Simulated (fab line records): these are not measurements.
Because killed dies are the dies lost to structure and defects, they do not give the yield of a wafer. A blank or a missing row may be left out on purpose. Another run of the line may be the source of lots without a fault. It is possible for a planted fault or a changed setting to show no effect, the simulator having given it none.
A lot that was struck, set against a sound lot ; flow nand harc ; 14 out of 1302 route steps
Sound: these wafers, L198.1, L198.3, L198.6. Struck: wafers L200.2, L200.6. (L200.1 of the same lot was not struck and is left out.) The cause comes at the end.
Order at every step that has rows: each side's tool, ch and its chambers, its first start. Under that, the readings that differ: sound wafers ; struck wafers ; difference of the means ; sigmas: that difference in standard deviations of wafers without a fault.
alike: words and numbers the same on both sides, and readings whose means are apart by under 2 such deviations; not compared: readings that were withheld, readings missing a value for some wafer, numbers with overlapping values and no deviation given by the record, and bounds like >300 which may hide the same value.
A row with sigmas, a row that says differs or no value, or rows on one side alone: a step with any of these is where the two part. Numbers that don't overlap but have no deviation are shown without sigmas and don't part them. Lack of a reading on every wafer of one side parts them only where that side has two or more wafers.

NHARC_A_CHANNEL_FILL_D2_ALD_15: deposits SiNx, target thk 2 nm, pulse time 60 s, ald cycles 19.
  sound: ald sin batch-03 ch 0; struck: ald sin batch-03 ch 0
  alike: precursor pulse height rel
  not compared: ald cycles
NHARC_A_CHANNEL_FILL_D2_ALD_16: deposits SiO2, target thk 1.5 nm, pulse time 10 s, ald cycles 15.
  sound on ald hk-02 ch 0,2, day 13 23:58; struck on ald hk-02 ch 0,3, day 15 08:10
  alike: heater power w, precursor pulse height rel
  not compared: ald cycles
then, 3 steps without rows for these wafers: NHARC_A_CHANNEL_FILL_D2_ANNEAL_17 (time 1800 s); NHARC_A_CHANNEL_FILL_D2_CVD_18 (deposits poly-Si, target thk 3 nm); NHARC_A_CHANNEL_FILL_D2_ETCHBACK_19 (etches the open film in HBr/Cl2, target depth 5 nm, time 1.7 s).
NHARC_A_CHANNEL_FILL_D2_ETCHBACK_20: etches the open film in C4F8/O2/Ar, target depth 27 nm, time 13.5 s.
  sound on rie diel-07 ch 0,3, day 14 12:55; struck on rie diel-07 ch 1,2, day 15 20:10
  alike: oes product au, rf vpp V
  not compared: rf hours counter h
NHARC_A_CHANNEL_FILL_D2_STRIP_28: strips in O2, time 20 s.
  sound on rie diel-07 ch 0,2,3, day 14 13:00; struck on rie diel-07 ch 1,2, day 15 20:15
  alike: drypump motor current A, oes product au, rf vpp V, showerhead plenum p Torr, throttle valve pct
  not compared: rf hours counter h
then, 4 steps without rows for these wafers: NHARC_A_CHANNEL_FILL_D2_PRECLEAN_21 (cleans in dHF, time 30 s); NHARC_A_CHANNEL_FILL_D2_SRD_23; NHARC_A_CHANNEL_FILL_D2_CVD_05 (deposits poly-Si, target thk 5 nm); NHARC_A_CHANNEL_FILL_D2_ANNEAL_22 (time 7200 s).
NHARC_A_CHANNEL_FILL_D2_ALD_25: deposits SiOx, target thk 60 nm, pulse time 10 s, ald cycles 600.
  sound on ald hk-04 ch 1,2, day 15 02:19; struck on ald hk-04 ch 1,2, day 16 11:11
reading;sound;struck;difference;sigmas
ald cycles;600 600 600;620 620;+20;
  alike: heater power w, precursor pulse height rel
NHARC_A_CHANNEL_FILL_D2_ETCHBACK_08: etches the open film in C4F8, target depth 220 nm, time 110 s.
  sound: rie diel-11 ch 1,3; struck: rie diel-07 ch 0,1
reading;sound;struck;difference;sigmas
oes product au (a.u.);1.00 1.01 1.01;0.93 0.92;-0.08;-2
  alike: rf vpp V
  not compared: rf hours counter h
NHARC_END_SORT_01:
  the record has rows for the sound wafers here (prober-02 ch 0, day 24 18:32) and none for the struck ones

== WHERE THEY PART ==
Last at NHARC_END_SORT_01 as far as this record goes, first at NHARC_A_CHANNEL_FILL_D2_ETCHBACK_08.

WHY: what had been put in by the simulator
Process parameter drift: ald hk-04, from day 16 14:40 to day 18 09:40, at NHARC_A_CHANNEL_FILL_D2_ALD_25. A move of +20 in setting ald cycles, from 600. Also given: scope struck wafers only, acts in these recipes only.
